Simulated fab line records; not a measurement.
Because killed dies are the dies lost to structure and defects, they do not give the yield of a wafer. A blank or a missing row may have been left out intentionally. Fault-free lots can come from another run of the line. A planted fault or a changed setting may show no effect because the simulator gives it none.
fab line records | flow n5-finfet
record: lots: 11 wafers: 33 last-day: 16
route steps=1938 shown BEOL_M11@1551
lots untouched by any fault: they come from a run of this same line in which no faults occurred
start-h: hours from the record's first day to the start of the lot's first wafer shown | wait-h: hours elapsed since this lot's preceding step | " the same as in the row above | L1.1+2: a row that stands for several wafers | - no value, or no start given | * or withheld: withheld | < > ~ a bound
route shown NAME@n: NAME is a module with steps in the file, n the number in the route of the first one | usual: mean and standard deviation over wafers with no fault | same: alike in all rows | chamber/n: place in a boat | sites: per-site readings | _std_site: the standard deviation of these | _edge_site: outer sites' mean less inner sites' | radius-mm: for every site, how far away it sits from the centre of the wafer | mask NAME#n: copy n | behind: tool/chamber where the wafer was last shaped | hold: why the lot went on hold/how many hours it stayed there/how the hold came to an end | device: whichever transistor did not switch (one of n, p or np) | end of line: tests of these same wafers at the route's end | step lacking rows: just its recipe | killed: dies lost to structure and defects at the first sort, not the wafer's yield | map: shows each die of a wafer: x if killed, . if not, _ if none is there
set.NAME: the setting that was run; set.NAME@STEP: the one run at that earlier step | model.NAME: the simulator's own value behind a step, which no gauge read
one table for each step of the route and one row for each wafer, over a sample of lots
services: when a tool's chamber went out of use (start-h, in hours from the record's first day, below 0 if earlier), for how many hours, and the reason
== steps ==
step: N5_BEOL_M11_INSPECT_13
recipe: mode: adi inspect-instrument: brightfield
usual: raw-defect-count: 424/98
columns lot.wafer tool chamber start-h wait-h raw-defect-count
L216.3 defect-inspect-01 - 218.57 0.0 461
L216.4 " - " " 520
L216.6 " - " " 433
L215.3 defect-inspect-01 - 218.74 0.0 668
L215.5 " - " " 531
L215.6 " - " " 574
L219.1 defect-inspect-01 - 245.72 0.0 453
L219.3 " - " " 372
L219.6 " - " " 304
L220.1 defect-inspect-01 - 253.98 0.0 369
L220.3 " - " " 346
L220.5 " - " " 262
L222.2 defect-inspect-02 - 260.88 0.0 329
L222.5 " - " " 471
L222.6 " - " " 323
L224.3 defect-inspect-01 - 276.47 0.0 439
L224.4 " - " " 402
L224.5 " - " " 416
L225.3 defect-inspect-02 - 283.39 0.0 269
L225.4 " - " " 348
L225.6 " - " " 352
L227.2 defect-inspect-02 - 285.50 0.0 445
L227.3 " - " " 523
L227.5 " - " " 545
L233.1 defect-inspect-02 - 331.01 0.0 399
L233.3 " - " " 376
L233.4 " - " " 378
L235.1 defect-inspect-01 - 338.55 0.0 603
L235.2 " - " " 590
L235.3 " - " " 445
L237.2 defect-inspect-02 - 352.48 0.0 376
L237.4 " - " " 418
L237.5 " - " " 331
step: N5_BEOL_M11_HM_OPEN_17
recipe: chemistry: Cl2/BCl3 target-depth-a: 200 overetch-a: 60 target: TiN mask-material: SOC ion-energy-ev: 150 pressure-mtorr: 10 icp-w: 1000 bias-w: 126 Cl2_flow_sccm: 53.25 bcl3-flow-sccm: 21.75 Ar_flow_sccm: 25
usual: bcl3-flow-sccm: 21.75/0.065 drypump-motor-current-A: 5.9/0.42 oes-product-au: 0.67/0.031 throttle-valve-pct: 22.13/0.17
columns lot.wafer tool chamber start-h wait-h bcl3-flow-sccm drypump-motor-current-A oes-product-au rf-hours-counter-h throttle-valve-pct
L216.3 rie-metal-02 0 218.91 0.1 21.82 6.4 0.66 - 21.90
L216.4 " 1 " " 21.70 5.2 0.71 - 22.12
L216.6 " 0 " " 21.76 6.4 0.67 - 21.89
L215.3 rie-metal-02 0 219.16 0.1 21.76 6.3 0.65 - 21.91
L215.5 " 1 " " 21.76 5.2 0.71 - 22.11
L215.6 " 0 " " 21.78 6.4 0.65 - 21.92
L219.1 rie-metal-02 0 246.13 0.0 21.78 6.3 0.64 47 21.90
L219.3 " 0 " " 21.78 6.4 0.65 - 21.92
L219.6 " 1 " " 21.78 5.2 0.71 - 22.12
L220.1 rie-metal-01 1 254.42 0.0 21.70 5.8 0.67 41 22.13
L220.3 " 1 " " 21.77 5.8 0.64 - 22.15
L220.5 " 1 " " 21.73 5.8 0.65 - 22.14
L222.2 rie-metal-01 0 261.18 0.0 21.78 5.8 0.65 50 22.10
L222.5 " 0 " " 21.66 5.8 0.66 - 22.10
L222.6 " 1 " " 21.81 5.8 0.66 - 22.14
L224.3 rie-metal-02 0 276.80 0.1 21.74 6.4 0.63 - 21.93
L224.4 " 1 " " 21.78 5.2 0.69 - 22.16
L224.5 " 0 " " 21.68 6.4 0.63 - 21.93
L225.3 rie-metal-03 0 283.82 0.1 21.69 6.5 0.69 - 22.06
L225.4 " 1 " " 21.78 6.1 0.74 - 22.51
L225.6 " 0 " " 21.67 6.5 0.70 - 22.07
L227.2 rie-metal-01 1 285.81 0.0 21.71 5.8 0.64 44 22.15
L227.3 " 0 " " 21.77 5.8 0.66 - 22.08
L227.5 " 0 " " 21.68 5.8 0.65 - 22.10
L233.1 rie-metal-01 1 331.32 0.0 21.81 5.8 0.64 48 22.17
L233.3 " 0 " " 21.81 5.8 0.64 - 22.12
L233.4 " 1 " " 21.71 5.8 0.64 - 22.16
L235.1 rie-metal-01 1 338.90 0.0 21.70 5.8 0.64 48 22.15
L235.2 " 0 " " 21.74 5.8 0.64 56 22.11
L235.3 " 0 " " 21.72 5.8 0.64 - 22.10
L237.2 rie-metal-01 1 352.86 0.0 21.82 5.8 0.63 50 22.18
L237.4 " 1 " " 21.72 5.8 0.63 - 22.17
L237.5 " 0 " " 21.72 5.8 0.64 - 22.12
step: N5_BEOL_M11_INSPECT_30
recipe: mode: adi inspect-instrument: brightfield
usual: raw-defect-count: 424/98
columns lot.wafer tool chamber start-h wait-h raw-defect-count
L216.3 defect-inspect-02 - 219.52 0.0 467
L216.4 " - " " 538
L216.6 " - " " 452
L215.3 defect-inspect-01 - 219.78 0.0 682
L215.5 " - " " 494
L215.6 " - " " 555
L219.1 defect-inspect-01 - 248.15 0.0 463
L219.3 " - " " 349
L219.6 " - " " 299
L220.1 defect-inspect-01 - 255.85 0.0 368
L220.3 " - " " 340
L220.5 " - " " 263
L222.2 defect-inspect-01 - 262.50 0.0 349
L222.5 " - " " 474
L222.6 " - " " 374
L224.3 defect-inspect-02 - 277.61 0.0 436
L224.4 " - " " 361
L224.5 " - " " 423
L225.3 defect-inspect-01 - 284.50 0.0 302
L225.4 " - " " 380
L225.6 " - " " 430
L227.2 defect-inspect-01 - 287.39 0.0 453
L227.3 " - " " 554
L227.5 " - " " 557
L233.1 defect-inspect-01 - 332.62 0.0 419
L233.3 " - " " 386
L233.4 " - " " 401
L235.1 defect-inspect-02 - 341.74 0.0 541
L235.2 " - " " 596
L235.3 " - " " 395
L237.2 defect-inspect-02 - 354.21 0.0 362
L237.4 " - " " 406
L237.5 " - " " 377
step: N5_BEOL_M11_ETCH_65
recipe: chemistry: CF4 target: SiARC target-depth-a: 390 mask-material: CAR-ArF time-s: 65 ion-energy-ev: 80 pressure-mtorr: 40 source-w: 545 bias-w: 36 Ar_flow_sccm: 100 cf4-flow-sccm: 100 ends: cleared
usual: drypump-motor-current-A: 5.7/0.33 etch-rf-on-time-s: 65.1/1.7 oes-product-au: 0.65/0.084 rf-vpp-V: 183.9/1.1 showerhead-plenum-p-Torr: 2.14/0.061 throttle-valve-pct: 15.76/0.23
columns lot.wafer tool chamber start-h wait-h drypump-motor-current-A etch-rf-on-time-s oes-product-au rf-hours-counter-h rf-vpp-V showerhead-plenum-p-Torr throttle-valve-pct
L216.3 rie-diel-03 3 219.59 0.0 5.3 64.8 0.63 192 184.0 2.22 15.92
L216.4 " 2 " " 5.5 65.6 0.63 179 183.8 2.06 15.94
L216.6 " 1 " " 5.7 66.5 0.63 - 183.6 2.14 15.83
L215.3 rie-diel-01 0 219.86 0.0 5.3 61.4 0.86 4 184.2 2.19 15.58
L215.5 " 0 " " 5.3 61.4 0.85 - 185.6 2.19 15.55
L215.6 " 3 " " 5.8 67.0 0.61 - 182.2 2.05 15.65
L219.1 rie-diel-04 2 248.23 0.0 5.7 66.4 0.60 206 185.7 2.20 15.37
L219.3 " 1 " " 6.1 63.3 0.79 23 183.8 2.12 15.46
L219.6 " 2 " " 5.7 66.6 0.59 - 183.9 2.20 15.36
L220.1 rie-diel-04 0 255.92 0.0 4.7 64.8 0.58 225 182.4 2.03 15.80
L220.3 " 1 " " 6.1 63.6 0.79 25 184.7 2.12 15.46
L220.5 " 3 " " 5.9 64.8 0.59 - 184.5 2.12 16.17
L222.2 rie-diel-01 3 262.56 0.0 5.8 67.1 0.60 204 182.9 2.05 15.69
L222.5 " 1 " " 6.0 63.8 0.73 - 184.3 2.17 15.27
L222.6 " 0 " " 5.3 61.0 0.82 - 185.2 2.18 15.59
L224.3 rie-diel-01 1 277.68 0.0 6.0 64.6 0.71 60 185.4 2.17 15.30
L224.4 " 0 " " 5.3 45.5 0.96 22 184.3 2.18 15.60
L224.5 " 3 " " 5.8 68.2 0.59 - 183.8 2.04 15.69
L225.3 rie-diel-01 2 284.66 0.0 6.3 65.7 0.60 199 183.7 2.12 15.78
L225.4 " 3 " " 5.8 49.2 0.71 211 183.1 2.04 15.70
L225.6 " 3 " " 5.8 67.1 0.59 - 183.5 2.04 15.69
L227.2 rie-diel-03 2 287.76 0.0 5.5 64.8 0.62 201 184.2 2.06 15.96
L227.3 " 1 " " 5.8 66.1 0.61 215 185.1 2.13 15.85
L227.5 " 0 " " 5.6 66.3 0.60 - 184.6 2.21 15.89
L233.1 rie-diel-03 1 332.97 0.0 5.7 66.4 0.60 231 184.0 2.13 15.88
L233.3 " 0 " " 5.7 66.6 0.59 196 184.0 2.21 15.94
L233.4 " 1 " " 5.8 66.0 0.60 - 182.8 2.13 15.90
L235.1 rie-diel-03 1 341.95 0.0 5.8 65.0 0.60 235 182.8 2.12 15.89
L235.2 " 0 " " 5.6 65.7 0.58 199 185.2 2.20 15.94
L235.3 " 2 " " 5.5 65.5 0.60 217 184.0 2.05 16.03
L237.2 rie-diel-04 3 354.28 0.0 5.9 61.8 0.82 17 184.4 2.11 15.74
L237.4 " 2 " " 5.7 66.2 0.58 - 186.7 2.19 15.44
L237.5 " 1 " " 6.1 63.2 0.75 - 184.0 2.10 15.53
== services ==
columns tool chamber start-h hours kind
rie-diel-01 1 203.57 15.6 repair
rie-diel-04 0 241.77 2.9 repair
rie-diel-03 3 243.02 4.6 repair
rie-metal-03 - 249.95 2.8 pm
rie-diel-04 3 266.66 7.7 repair
rie-diel-04 3 288.44 - clean
rie-diel-04 3 288.44 - consumable-replace:focus-ring
rie-diel-04 3 288.44 14.5 scheduled-down
rie-diel-04 3 288.44 14.5 vent-cycle
rie-metal-02 - 293.03 1.4 pm
rie-diel-03 2 305.25 9.0 repair
rie-diel-01 3 312.30 7.9 repair
rie-diel-01 0 314.42 5.3 repair
rie-diel-01 0 332.02 2.5 repair
rie-diel-04 0 340.23 7.5 repair
rie-diel-04 2 341.48 8.4 repair
rie-diel-04 0 350.00 - clean
rie-diel-04 0 350.00 - consumable-replace:focus-ring
rie-diel-04 0 350.00 - consumable-replace:showerhead
rie-diel-04 0 350.00 27.5 scheduled-down
rie-diel-04 0 350.00 27.5 vent-cycle
== key ==
first-sign: step: N5_BEOL_M11_ETCH_65 reading: etch-rf-on-time-s direction: down sigmas: 10 usual: * struck: *
effect none on later readings
met-at N5_BEOL_M11_ETCH_65
struck-lots L224,L225
struck-wafers L224.4,L225.4
not-acting-at N5_BEOL_M11_INSPECT_13,N5_BEOL_M11_HM_OPEN_17,N5_BEOL_M11_INSPECT_30
onset-between 262.56 277.68
fault: kind: process-parameter-drift tool: rie-diel-01 chamber: - onset-h: 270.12 steps: N5_BEOL_M11_ETCH_65 channel: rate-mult offset: 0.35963 shape: step end-h: 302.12 scope: struck-wafers-only
